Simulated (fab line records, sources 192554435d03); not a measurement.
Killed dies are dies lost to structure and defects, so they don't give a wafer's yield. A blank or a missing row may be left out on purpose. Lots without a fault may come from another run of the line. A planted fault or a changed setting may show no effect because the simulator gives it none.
Chamber matching | flow n5_finfet | N5_HKMG_FIN_ETCH_31 on rie_diel-06: 4 sister chambers
The step etches SiARC in CF4, target depth 45.5 nm, time 75.8 s. 16 wafers are shown with their chamber, then 8 later ones without.

WAFERS WITH THEIR CHAMBER
wafer  | chamber | drypump_motor_current_A (A) | showerhead_plenum_p_Torr (Torr) | etch_rf_on_time_s (s)
L078.3 | 0       | 5.2                         | 2.11                            | 76.8
L078.5 | 3       | 6.7                         | 2.11                            | 78.7
L078.6 | 0       | 5.2                         | 2.11                            | 76.9
L082.1 | 3       | 6.7                         | 2.10                            | 79.0
L082.3 | 0       | 5.2                         | 2.11                            | 76.9
L082.6 | 1       | 4.8                         | 2.08                            | 75.7
L085.1 | 1       | 4.9                         | 2.08                            | 75.8
L085.2 | 2       | 5.4                         | 2.04                            | 77.0
L085.5 | 0       | 5.2                         | 2.11                            | 76.8
L091.2 | 3       | 6.7                         | 2.10                            | 78.3
L091.4 | 2       | 5.3                         | 2.04                            | 77.7
L091.5 | 3       | 6.7                         | 2.10                            | 77.6
L093.1 | 3       | 6.7                         | 2.10                            | 76.8
L093.3 | 1       | 4.8                         | 2.07                            | 74.3
L093.5 | 3       | 6.7                         | 2.10                            | 77.4
L094.1 | 3       | 6.7                         | 2.10                            | 77.2

SIGNATURES (means of the wafers above)
reading                  | chamber 0 | chamber 1 | chamber 2 | chamber 3 | scatter within a chamber
drypump_motor_current_A  | 5.200     | 4.833     | 5.350     | 6.700     | 0.0312
showerhead_plenum_p_Torr | 2.1100    | 2.0767    | 2.0400    | 2.1014    | 0.00356
etch_rf_on_time_s        | 76.850    | 75.267    | 77.350    | 77.857    | 0.689
Rule: a wafer's distance from a chamber is the root of the sum, over the readings, of the square of ((its reading less the chamber's mean) divided by the reading's scatter). The wafer belongs to the nearest chamber; if the next one is less than 2 further off, it can't be placed. The scatter: the root of (the sum of the squares of (reading less its chamber's mean) over the shown wafers, divided by (wafers less chambers)).

WAFERS WITHOUT THEIR CHAMBER
wafer  | drypump_motor_current_A (A) | showerhead_plenum_p_Torr (Torr) | etch_rf_on_time_s (s)
L094.2 | 5.2                         | 2.10                            | 76.4
L094.5 | 5.4                         | 2.04                            | 76.8
L095.2 | 5.2                         | 2.10                            | 76.6
L095.3 | 5.4                         | 2.03                            | 78.3
L095.5 | 4.8                         | 2.07                            | 74.7
L096.2 | 5.4                         | 2.03                            | 78.4
L096.4 | 6.7                         | 2.10                            | 77.7
L096.6 | 5.4                         | 2.03                            | 77.7

WHICH CHAMBER EACH WENT THROUGH
wafer  | from the rows above | in truth
L094.2 | 0                   | 0
L094.5 | 2                   | 2
L095.2 | 0                   | 0
L095.3 | 2                   | 2
L095.5 | 1                   | 1
L096.2 | 2                   | 2
L096.4 | 3                   | 3
L096.6 | 2                   | 2
Placed correctly: 8 of 8. Can't be placed from these rows: 0. Placed wrongly: 0.
